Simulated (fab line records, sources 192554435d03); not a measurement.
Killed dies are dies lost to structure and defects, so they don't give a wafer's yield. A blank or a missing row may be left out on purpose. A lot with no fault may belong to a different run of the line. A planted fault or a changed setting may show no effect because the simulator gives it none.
fab line records    flow n5Finfet
record: lots: 4  wafers: 10  lastDay: 15
route steps=1938 shown SD_EPI_N@281 SD_EPI_P@295 BEOL_M4@1111 PASSIVATION@1936
lots with no fault: from the same line, run without faults
startH: hours from the record's opening day to when the first of the lot's shown wafers began    waitH: hours from the lot's prior step to this one    " same as the row above    L1.1+2: a single row standing in for several wafers    - value missing, or start not given    * or withheld: withheld    < > ~ a bound
route shown NAME@n: a module of which the file shows steps, and the number in the route of the first    usual: mean/standard deviation taken from wafers without a fault    same: alike in all rows    chamber/n: place in a boat    sites: the reading at each site    _std_site: the standard deviation of these    _edge_site: outer sites' mean less inner sites'    radiusMm: for every site, how far away it sits from the centre of the wafer    mask NAME#n: copy n    behind: the most recent tool/chamber to have shaped the wafer    hold: reason for holding the lot/hours on hold/outcome of the hold    device: the transistor (n, p or np) that didn't switch    end of line: the same wafers' tests at the end of the route    where a step has no rows: the recipe by itself    killed: at the first sort, the dies lost to defects and structure; wafer yield is something else    map: per-die view of a wafer (x killed, . not killed, _ where there is no die)
set.NAME: setting as actually run; set.NAME@STEP: the setting as run at that earlier step    model.NAME: the simulator's own value behind a step, which no gauge read
lots seen at some steps along the route; tables by step, rows by wafer
services: when a tool's chamber went out of use (startH, in hours from the record's first day, below 0 if earlier), for how many hours, and the reason
== steps ==
step: N5_SD_EPI_N_SD_RECESS_17
recipe: chemistry: HBr/Cl2/O2  targetDepthA: 410  maskMaterial: SOC  timeS: 23.7  btTimeS: 3  pressureMtorr: 10  icpW: 800  biasW: 112  HBr_flow_sccm: 150  Cl2_flow_sccm: 80  O2_flow_sccm: 12
step: N5_SD_EPI_N_STRIP_38
recipe: chemistry: N2/H2  powerW: 1000  tempC: 250  h2Frac: 0.65  overashFraction: 0.3  pressureMtorr: withheld  n2FlowSccm: 1750  h2FlowSccm: 3250
step: N5_SD_EPI_N_WET_ETCH_43
recipe: chemistry: dHF  dilution: withheld  timeS: 14  target: SiO2  targetDepthA: 15  tempC: 25
step: N5_SD_EPI_N_STRIP_18
recipe: chemistry: SPM  timeS: 750  tempC: 130  h2so4H2o2VolRatio: 4
step: N5_SD_EPI_N_SRD_20
recipe: dry: ipaMarangoni  doPpb: 5  timeS: 30  tempC: 23  rinseLiquid: diw
step: N5_SD_EPI_N_PRECLEAN_48
recipe: chemistry: NF3:NH3  afsCycles: 2  tempC: 30  timeS: 20  sublimationTempC: 180  sublimationTimeS: 60  pressureTorr: 3  rfPowerW: 30
step: N5_SD_EPI_N_VAPOR_ETCH_50
recipe: chemistry: HCl  target: Si  tempC: 775  timeS: 54  pressureTorr: 20  mode: isotropic
step: N5_SD_EPI_N_EPI_21
recipe: material: Si:P  dopant: P  tempC: 680  pressureTorr: 255  timeS: 690
step: N5_SD_EPI_N_PRECLEAN_24
recipe: chemistry: O3/DIW  timeS: 60  tempC: 22  o3Ppm: 10
step: N5_SD_EPI_N_SRD_25
recipe: timeS: 30  tempC: 23  rinseLiquid: diw  dry: ipaMarangoni
step: N5_SD_EPI_N_PRECLEAN_49
recipe: chemistry: NF3:NH3  afsCycles: 1  tempC: 30  timeS: 20  sublimationTempC: 180  sublimationTimeS: 60  pressureTorr: 3  rfPowerW: 30
step: N5_SD_EPI_N_LINER_46
recipe: material: SiNx  targetThkA: 30  tempC: 400  aldPrecursorFamily: SiH2I2  aldCoReactant: N2/H2-plasma  pressureTorr: 2
usual: heaterPowerW: 844/120
lot.wafer  tool       chamber  startH  waitH  heaterPowerW  model.SiNx_of_SD_EPI_N_LINER_46.thkNm
L508.4     aldSin-01  3        83.05   0.1    840           3
L508.5     "          1        "       "      921           3
L508.6     "          2        "       "      1107          3
L510.3     aldSin-03  2        96.93   0.4    772           3
L510.4     "          1        "       "      690           3
L510.6     "          1        "       "      682           3
L517.1     aldSin-01  2        137.71  0.2    1072          3
L517.2     "          0        "       "      750           1.8
L518.2     aldSin-01  3        143.89  0.5    861           1.8
L518.6     "          2        "       "      1082          1.8
step: N5_SD_EPI_P_COAT_34
recipe: resist: SOC  tempC: 250  timeS: 60  spinRpm: 1500  resistThkNm: 350
step: N5_SD_EPI_P_COAT_35
recipe: resist: SiARC  tempC: 220  timeS: 60  spinRpm: 1500  resistThkNm: 35
step: N5_SD_EPI_P_COAT_03
recipe: resist: CAR-ArF-block  spinRpm: 1500  resistThkNm: 150
step: N5_SD_EPI_P_EBR_05
recipe: solvent: PGMEA  ebrWidthMm: 1.5
step: N5_SD_EPI_P_SOFTBAKE_04
recipe: tempC: 110  timeS: 60  resist: CAR-ArF-block
step: N5_SD_EPI_P_EXPOSE_06
recipe: maskId: SD_P_BLK  na: 1.35  sourceShape: conventional  sigmaOuter: 0.8  polarization: unpolarized  targetCdNm: 240  doseMj: 39.5
step: N5_SD_EPI_P_PEB_07
recipe: pebTempC: 110  pebTimeS: 60  resist: CAR-ArF-block
step: N5_SD_EPI_P_DEVELOP_08
recipe: developTimeS: 30  developer: TMAH  resist: CAR-ArF-block  devTempC: 23  rinseLiquid: diw  dry: airSpin
step: N5_SD_EPI_P_DESCUM_14
recipe: chemistry: O2  timeS: 7.9  sourcePowerW: 50  biasPowerW: 20  pressureMtorr: 20  rfFrequencyHz: 2.712e+07  tempC: 40  resist: CAR-ArF-block  o2FlowSccm: 225
step: N5_SD_EPI_P_ETCH_36
recipe: chemistry: CF4  target: SiARC  targetDepthA: 455  maskMaterial: CAR-ArF-block  timeS: 75.8  ionEnergyEv: 80  pressureMtorr: 40  sourceW: 545  biasW: 36  Ar_flow_sccm: 100  cf4FlowSccm: 100  ends: cleared
step: N5_SD_EPI_P_ETCH_37
recipe: chemistry: N2/H2  target: SOC  overetchA: 1080  maskMaterial: SiARC  tempC: 40  ionEnergyEv: 100  sourceW: 3000  biasW: 133  pressureMtorr: 20  timeS: 486  n2FlowSccm: 200  h2FlowSccm: 200  ends: endPoint
step: N5_SD_EPI_P_STRIP_38
recipe: chemistry: N2/H2  tempC: 40  n2FlowSccm: 200  h2FlowSccm: 200  rfFrequencyHz: 6e+07
step: N5_SD_EPI_P_ETCHBACK_46
recipe: chemistry: CH3F/O2  mode: anisotropicEtchback  target: SiNx  targetDepthA: 175  stopOn: SiO2  overEtchFrac: 0.3  ionEnergyEv: 120  pressureMtorr: 30  sourceW: 395  biasW: 73  Ar_flow_sccm: 150  CH3F_flow_sccm: 30  O2_flow_sccm: 20
step: N5_SD_EPI_P_ETCH_47
recipe: chemistry: CH3F/O2  target: SiOCN  targetDepthA: 250  maskMaterial: SOC  ionEnergyEv: 60  biasW: 29  pressureMtorr: 30  sourceW: 410  Ar_flow_sccm: 150  CH3F_flow_sccm: 30  O2_flow_sccm: 20
step: N5_SD_EPI_P_ETCH_16
recipe: chemistry: CHF3/O2  target: SiO2  targetDepthA: 50  maskMaterial: SOC  pressureMtorr: 30  sourceW: 650  biasW: 170  Ar_flow_sccm: 200  CHF3_flow_sccm: 50  O2_flow_sccm: 5  ionEnergyEv: 200
step: N5_SD_EPI_P_STRIP_50
recipe: chemistry: CHF3/O2  resist: SiARC  rfFrequencyHz: 6e+07
step: N5_SD_EPI_P_SD_RECESS_17
recipe: chemistry: HBr/Cl2/O2  targetDepthA: 391  btTimeS: 3  pressureMtorr: 10  icpW: 800  biasW: 112  HBr_flow_sccm: 150  Cl2_flow_sccm: 80  O2_flow_sccm: 12
step: N5_SD_EPI_P_WET_ETCH_45
recipe: chemistry: dHF  dilution: withheld  timeS: 10.7  target: SiO2  targetDepthA: 20  tempC: 25  dry: ipaMarangoni  rinseTimeS: 30  rinseTempC: 23
step: N5_SD_EPI_P_STRIP_40
recipe: chemistry: N2/H2  powerW: 1000  tempC: 250  h2Frac: 0.65  overashFraction: 0.3  pressureMtorr: withheld  n2FlowSccm: 1750  h2FlowSccm: 3250
step: N5_SD_EPI_P_PRECLEAN_52
recipe: chemistry: O3/DIW  timeS: 60  tempC: 22  o3Ppm: 10
step: N5_SD_EPI_P_SRD_20
recipe: dry: ipaMarangoni  doPpb: 5  timeS: 30  tempC: 23  rinseLiquid: diw
step: N5_SD_EPI_P_PRECLEAN_51
recipe: chemistry: NF3:NH3  afsCycles: 1  tempC: 30  timeS: 20  sublimationTempC: 180  sublimationTimeS: 60  pressureTorr: 3  rfPowerW: 30
lot.wafer   tool         chamber  startH  waitH  model.SiNx_of_SD_EPI_N_LINER_46.thkNm
L508.4+5+6  epiRpcvd-03  0        84.91   0.1    2.6
L510.3+4+6  epiRpcvd-03  0        98.74   0.1    2.6
L517.1      epiRpcvd-03  0        139.98  0.0    2.6
L517.2      "            0        "       "      1.4
L518.2+6    epiRpcvd-03  0        145.65  0.1    1.4
step: N5_SD_EPI_P_VAPOR_ETCH_44
recipe: chemistry: NF3/Ar  target: SiGe30  tempC: 25  timeS: 3.3  mode: isotropic
step: N5_SD_EPI_P_EPI_21
recipe: material: SiGe:B  dopant: B  tempC: 550  pressureTorr: 20  ambient: H2  timeS: 355
step: N5_BEOL_M4_RC_MEAS_101
usual: DIBL_N: 37.5/2  DIBL_P: 37.5/2.5  IOFF_N: 0.18/0.042  IOFF_P: 0.24/0.046  IOFF_P_85C: 4.0/0.65  IOFF_P_LIN: 0.107/0.016  ION_N: 677/15  ION_P: 464/9.5  REXT_P: 101/3.1  SS_N: 72.0/0.76  SS_P: 73.6/0.79  VT_N: 249/3.5  VT_P: -249/3.2  VT_P_LVT: -98/3
lot.wafer  tool       chamber  startH  waitH  DIBL_N[mV/V]  DIBL_P[mV/V]  IOFF_N[nA/um]  IOFF_P[nA/um]  IOFF_P_85C[nA/um]  IOFF_P_LIN[nA/um]  ION_N[uA/um]  ION_P[uA/um]  REXT_P[ohm.um]  SS_N[mV/dec]  SS_P[mV/dec]  VT_N[mV]  VT_P[mV]  VT_P_LVT[mV]
L508.4     prober-01  0        195.50  0.5    39.9          41.6          0.27           0.35           5.5                0.135              674           451           98              73.4          75.9          244       -248      -96
L508.5     "          0        "       "      38.8          38.5          0.25           0.25           4.3                0.114              688           461           98              73.1          73.8          245       -249      -97
L508.6     "          0        "       "      34.3          35.8          0.15           0.19           3.4                0.093              687           469           97              71.6          73.0          251       -252      -101
L510.3     prober-02  0        205.17  0.3    35.7          35.6          0.13           0.20           3.5                0.095              656           452           96              70.6          73.2          253       -251      -100
L510.4     "          0        "       "      36.2          35.5          0.14           0.21           3.7                0.101              676           466           94              70.7          72.8          252       -252      -98
L510.6     "          0        "       "      34.1          33.1          0.11           0.17           3.1                0.088              668           467           96              70.6          72.8          253       -253      -101
L517.1     prober-02  0        244.72  0.0    34.6          33.6          0.13           0.18           3.2                0.091              667           455           103             71.9          73.6          254       -251      -99
L517.2     "          0        "       "      34.9          42.0          0.15           0.50           7.5                0.196              657           494           88              71.8          74.2          249       -233      -81
L518.2     prober-01  0        248.37  0.2    37.0          43.9          0.16           0.55           8.0                0.212              676           504           88              71.5          75.4          248       -233      -84
L518.6     "          0        "       "      39.7          47.8          0.23           0.67           9.8                0.251              692           511           89              71.9          75.9          245       -232      -82
step: N5_PASSIVATION_PROBE_49
usual: defectLimitedYield: 91.8/1.5  killed_at_M0_to_M3: 33/11  killed_at_M4_up: 13/5  killedAtContacts: 11/5.6  killedAtFrontEnd: 36/12  killedAtOther: 3.4/2.5  killedDies: 97/18  killedOpen: 64/13  killedShort: 31/6.9  sort_bin_4_leakage: 0.01/0.048  sort_bin_5_function: 4.8/1  sort_bin_6_memory: 3.1/0.64  sortNPass: 1083/18  sortYieldPct: 91.8/1.5
same: grossDies: 1180  killedAtBackSide: 0  sort_bin_8_speed[%]: 0
lot.wafer  tool       chamber  startH  waitH  defectLimitedYield[%]  killed_at_M0_to_M3  killed_at_M4_up  killedAtContacts  killedAtFrontEnd  killedAtOther  killedDies  killedOpen  killedShort  sort_bin_4_leakage[%]  sort_bin_5_function[%]  sort_bin_6_memory[%]  sortNPass  sortYieldPct[%]
L508.4     prober-01  -        296.39  0.2    91.8                   39                  12               9                 34                3              97          70          25           0.08                   4.5                     3.3                   1082       91.7
L508.5     prober-01  -        296.44  0.2    92.2                   46                  6                10                28                2              92          59          31           0                      4.7                     3.1                   1088       92.2
L508.6     prober-01  -        296.49  0.3    92.7                   32                  10               5                 37                2              86          63          23           0                      4.2                     2.8                   1094       92.7
L510.3     prober-02  -        311.93  0.1    92.5                   28                  6                1                 42                11             88          42          36           0                      4.6                     2.5                   1092       92.5
L510.4     prober-02  -        311.98  0.2    93.0                   32                  3                9                 37                2              83          54          28           0                      4.4                     2.5                   1097       93.0
L510.6     prober-02  -        312.08  0.3    93.8                   23                  9                11                29                1              73          42          31           0                      3.0                     2.5                   1107       93.8
L518.2     prober-02  -        352.70  0.1    85.4                   51                  12               19                89                1              172         114         57           12.80                  9.1                     4.8                   857        72.6
L518.6     prober-02  -        352.90  0.3    88.4                   34                  20               3                 73                7              137         92          41           53.14                  6.2                     5.0                   416        35.3
L517.1     prober-02  -        355.35  0.0    91.6                   40                  14               5                 37                3              99          58          39           0                      4.6                     3.5                   1081       91.6
L517.2     prober-02  -        355.40  0.1    90.5                   46                  17               12                36                1              112         74          31           3.64                   6.2                     2.8                   1025       86.9
killed by level:class
L508.4 BEOL_M3:geometricParticle:open=10 BEOL_M0_SAQP:geometricParticle:open=9 MOL_CONTACT_COAG:geometricParticle:open=8 FIN_SAQP:geometricParticle:open=7 BEOL_M1:geometricParticle:open=6 BEOL_M0_SAQP:geometricParticle:short=5 BEOL_M2:geometricParticle:open=5 FIN_SAQP:geometricParticle:short=4
L508.5 BEOL_M3:geometricParticle:open=15 MOL_CONTACT_COAG:geometricParticle:open=9 FIN_SAQP:geometricParticle:short=7 BEOL_M0_SAQP:geometricParticle:short=7 FIN_SAQP:geometricParticle:open=6 BEOL_M0_SAQP:geometricParticle:open=6 BEOL_M1:geometricParticle:open=6 BEOL_M3:geometricParticle:short=5
L508.6 BEOL_M3:geometricParticle:open=12 FIN_SAQP:geometricParticle:short=7 BEOL_M0_SAQP:geometricParticle:short=7 STI_FIN_REVEAL:geometricParticle:open=6 DUMMY_GATE:geometricParticle:open=6 FIN_SAQP:geometricParticle:open=5 FIN_CUT:geometricParticle:open=5 BEOL_M0_SAQP:geometricParticle:open=5
L510.3 BEOL_M0_SAQP:geometricParticle:short=9 GATE_CUT:geometricParticle:open=7 PASSIVATION:areaEtch=7 FIN_SAQP:geometricParticle:open=6 GATE_CUT:geometricParticle:short=6 BEOL_M0_SAQP:geometricParticle:open=5 BEOL_M1:geometricParticle:short=5 STI_FIN_REVEAL:geometricParticle:short=4
L510.4 BEOL_M0_SAQP:geometricParticle:short=11 MOL_CONTACT_COAG:geometricParticle:open=9 STI_FIN_REVEAL:geometricParticle:open=8 BEOL_M1:geometricParticle:open=8 GATE_CUT:geometricParticle:short=6 STARTING-WAFER:geometricParticle:open=5 FIN_SAQP:geometricParticle:open=4 GATE_CUT:geometricParticle:open=4
L510.6 GATE_CUT:geometricParticle:short=10 MOL_CONTACT_COAG:geometricParticle:open=8 GATE_CUT:geometricParticle:open=6 BEOL_M0_SAQP:geometricParticle:open=5 BEOL_M0_SAQP:geometricParticle:short=5 BEOL_M1:geometricParticle:open=4 MOL_CONTACT_COAG:geometricParticle:short=3 STARTING-WAFER:geometricParticle:open=3
L518.2 FIN_SAQP:geometricParticle:open=30 FIN_SAQP:geometricParticle:short=16 STI_FIN_REVEAL:geometricParticle:open=14 MOL_CONTACT_COAG:geometricParticle:open=13 BEOL_M0_SAQP:geometricParticle:short=13 GATE_CUT:geometricParticle:open=12 BEOL_M0_SAQP:geometricParticle:open=9 GATE_CUT:geometricParticle:short=7
L518.6 STI_FIN_REVEAL:geometricParticle:open=25 FIN_SAQP:geometricParticle:open=16 BEOL_M4:geometricParticle:open=10 FIN_SAQP:geometricParticle:short=9 GATE_CUT:geometricParticle:short=8 BEOL_M0_SAQP:geometricParticle:open=6 BEOL_M3:geometricParticle:open=6 DUMMY_GATE:geometricParticle:open=5
L517.1 BEOL_M0_SAQP:geometricParticle:short=14 STI_FIN_REVEAL:geometricParticle:open=9 BEOL_M0_SAQP:geometricParticle:open=9 STARTING-WAFER:geometricParticle:open=7 DUMMY_GATE:geometricParticle:short=5 BEOL_M8:geometricParticle:open=4 GATE_CUT:geometricParticle:short=4 BEOL_M0:geometricParticle:short=4
L517.2 STI_FIN_REVEAL:geometricParticle:open=16 MOL_CONTACT_COAG:geometricParticle:open=11 BEOL_M0_SAQP:geometricParticle:short=10 BEOL_M3:geometricParticle:open=7 BEOL_M6:geometricParticle:open=6 BEOL_M0_SAQP:geometricParticle:open=6 BEOL_M2:geometricParticle:open=6 BEOL_M0:geometricParticle:short=5
map L517.2 (x killed, . not)
_________________............________________
______________.x................_____________
___________x................x......__________
__________xx..x...x.x.xx.x.........._________
________x..x.x.....x.........x......x._______
_______.........x..............x.......______
______.x..x.......x.....x.....x........._____
_____...........xx....x...x..............____
____........x............x................___
___x.....x............x........x..x........__
___..x.....x......x.x......x..........x....__
__.........................................._
__................x.......x................._
_.....x......................................
_...................x...........x......x.....
_...........x........xx................xx....
_..............x...............x.........x..x
_.......x..xx...x..........................x.
_....x....................x........x..x......
_.....xx...x.........xx......................
_...x..x...............x..x............x..x..
__....x.x............x..................x..._
__..................x.......x.....x......x.._
___.x..............................x..x....__
___.............x..................x.......__
____.......................x.....x........___
_____.x....xx...........x..............xx____
______............x.x..........x...x...._____
_______...............x..x.......x...x.______
________.....x................x......x_______
__________.......x......x..........._________
___________..........x...........x.__________
______________.................._____________
_________________............________________
map L518.2 (x killed, . not)
_________________...x...x...x________________
______________...xx.....x......._____________
___________....x....x.x...x...x....__________
__________..x.....x.x..........x...._________
________.....................xx......._______
_______.x.....xx.......x.x.....x.x..xx.______
______.x.....x.x......x..............x.x_____
_____........xx.xx.......................____
____......x.x.....x..x...x..x..x..........___
___.......................x......x.........__
___............x....x......................__
__.............xx........xx.........x...x.x._
__xx.................x.xx.....x.........x..._
_................................xx...x...x..
_....x......x........................x.......
_.x........x........xx..x..x.................
_........................x..x.........x......
_..................x....xx..x.x.x...x..x.x...
_..x.x..x.........x..........x.x...xx........
_..........x....x..x....x...x..xx....x.......
_....x.........x......xx..x...x..x...........
__...x........x.xx...x.xx...x........x......_
__.xx.x.............x..x.............x......_
___.x.....x.....................x.....x..xx__
___.....xx..x...........x...xx......x..x.xx__
____.....xx.....x.....x...............x..x___
_____.....x.x.x...................x......____
______...........x..x..........xx...x..._____
_______x........x.....x.x..............______
________...x.x.x...x..........x......._______
__________..................x......._________
___________x..x.......x............__________
______________.............x.xx._____________
_________________x...........________________
== services ==
tool       chamber  startH  hours  kind
aldSin-01  -        111.09  0.5    repair
== key ==
firstSign: step: N5_BEOL_M4_RC_MEAS_101  reading: IOFF_P  direction: up  sigmas: 7.4  usual: 0.24  struck: 0.57
effect: step: N5_BEOL_M4_RC_MEAS_101  reading: IOFF_P_LIN  direction: up  sigmas: 7.2  usual: 0.107  struck: 0.220
effect: step: N5_BEOL_M4_RC_MEAS_101  reading: IOFF_P_85C  direction: up  sigmas: 6.8  usual: 4.0  struck: 8.4
effect: step: N5_BEOL_M4_RC_MEAS_101  reading: VT_P  direction: up  sigmas: 5  usual: -249  struck: -233
effect: step: N5_BEOL_M4_RC_MEAS_101  reading: VT_P_LVT  direction: up  sigmas: 5  usual: -98  struck: -82
effect: step: N5_BEOL_M4_RC_MEAS_101  reading: ION_P  direction: up  sigmas: 4.1  usual: 464  struck: 503
effect: step: N5_BEOL_M4_RC_MEAS_101  reading: REXT_P  direction: down  sigmas: 4  usual: 101  struck: 88
effect: step: N5_BEOL_M4_RC_MEAS_101  reading: DIBL_P  direction: up  sigmas: 2.8  usual: 37.5  struck: 44.6
effect: step: N5_PASSIVATION_PROBE_49  reading: sort_bin_4_leakage  direction: up  sigmas: 99+  usual: 0.01  struck: 23.19
modelEffect: step: N5_SD_EPI_N_LINER_46  value: SiNx_of_SD_EPI_N_LINER_46.thkNm  without: 3  struck: 1.8
modelEffect: step: N5_SD_EPI_P_PRECLEAN_51  value: SiNx_of_SD_EPI_N_LINER_46.thkNm  without: 2.6  struck: 1.4
metAt N5_SD_EPI_N_LINER_46
struckWafers L517.2,L518.2,L518.6
onsetBetween 83.05 137.71
fault: kind: processParameterDrift  tool: aldSin-01  chamber: -  onsetH: 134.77  steps: N5_SD_EPI_N_LINER_46  channel: targetThkA  offset: *  shape: step  endH: 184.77  scope: struckWafersOnly  actsIn: *  stated: *
